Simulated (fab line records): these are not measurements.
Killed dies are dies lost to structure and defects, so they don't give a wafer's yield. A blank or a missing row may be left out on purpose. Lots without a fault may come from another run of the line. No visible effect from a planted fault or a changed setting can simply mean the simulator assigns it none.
Lot-split experiment ; flow n5Finfet ; 21 wafers read across 7 lots, on a route 1938 steps long

THE SPLIT ITSELF
At N5_MOL_CONTACT_COAG_CVD_140 (deposits W, target thk 66.5 nm, time 215 s), the setting targetThkA was moved away from the recipe's 665 angstrom on 5 of the 21 wafers read, by -11.5% to +12.0%. All remaining wafers had this setting at the recipe value.

The split's own step is where the reading is taken.

THE READING
W_of_MOL_CONTACT_COAG_CVD_140.thkNm (the simulator's own value, which no gauge read), in nm, at N5_MOL_CONTACT_COAG_CVD_140 (deposits W, target thk 66.5 nm, time 215 s). The file does not state a usual value for it. Average 66.5 nm, standard deviation 0.52 nm, over the 16 wafers here run with the recipe.

wafer;tool, chamber at the split;targetThkA as run, angstrom;against the recipe;W_of_MOL_CONTACT_COAG_CVD_140.thkNm, nm;against lot-mates on the recipe
L074.2;cvdW-01, 1;665;recipe;66.6;-
L074.3;cvdW-01, 1;665;recipe;66.2;-
L074.5;cvdW-01, 0;588.7;-11.5%;59.4;-7.0
L076.1;cvdW-01, 1;665;recipe;66.2;-
L076.4;cvdW-01, 0;741.6;+11.5%;75.6;+9.1
L076.6;cvdW-01, 0;665;recipe;66.8;-
L077.1;cvdW-01, 0;665;recipe;66;-
L077.3;cvdW-01, 0;744.8;+12.0%;74.4;+8.4
L077.5;cvdW-01, 0;744.8;+12.0%;74.6;+8.6
L082.2;cvdW-01, 0;665;recipe;67;-
L082.3;cvdW-01, 0;665;recipe;67.2;-
L082.6;cvdW-01, 1;665;recipe;66.2;-
L086.1;cvdW-02, 0;665;recipe;65.8;-
L086.2;cvdW-02, 1;716.4;+7.7%;71.6;+6.0
L086.5;cvdW-02, 0;665;recipe;65.4;-
L091.1;cvdW-02, 0;665;recipe;66.2;-
L091.2;cvdW-02, 1;665;recipe;67.2;-
L091.6;cvdW-02, 1;665;recipe;67.2;-
L097.1;cvdW-01, 0;665;recipe;67;-
L097.4;cvdW-01, 1,0;665;recipe;66.4;-
L097.5;cvdW-01, 1,0;665;recipe;66.4;-
If several chambers appear in one row, that row covers several wafers at once and the file leaves open which wafer was in which chamber.

FIT RESULTS
A straight line over all 21 wafers: W_of_MOL_CONTACT_COAG_CVD_140.thkNm changes by +0.679 nm for each +1% of targetThkA; r = +0.99; the points scatter about the line by 0.59 nm.
The same after taking each lot's own level away (the mean of its wafers on the recipe; 21 wafers): +0.705 nm for each +1%; r = +0.99; scatter 0.45 nm.
The reading moves by 8.5 nm for the largest change in targetThkA, on that fit.
From 65.60 to 66.87 nm: that is the span of the lots' own levels, equal to 2.4 times the standard deviation above.
The two slopes agree, so the slope changes little with the lot-to-lot level.
Check: with one of the wafers moved furthest among these (+12.0%) left out of the fit, the line predicts +8.65 nm for it against its lot-mates. Against them it came out at +8.4 nm.

THE OTHER SPLITS THESE WAFERS WENT THROUGH
Other splits were also applied to these wafers ahead of the reading. Each is held against what the fit with the lots' levels taken away leaves over:
other split on the same wafers;wafers away from the commonest value;r with W_of_MOL_CONTACT_COAG_CVD_140.thkNm (lot level and that fit taken away)
N5_HKMG_FIN_ETCH_54 sourceW;7;+0.34
N5_HKMG_FIN_PEB_10 pebTimeS;6;+0.08
N5_HKMG_FIN_DEVELOP_11 developTimeS;6;-0.06
N5_MOL_CONTACT_COAG_COAT_75 spinRpm;7;+0.10

FILE'S OWN FIT
W_of_MOL_CONTACT_COAG_CVD_140.thkNm changes by +0.713 nm for each +1% of targetThkA, r = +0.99.
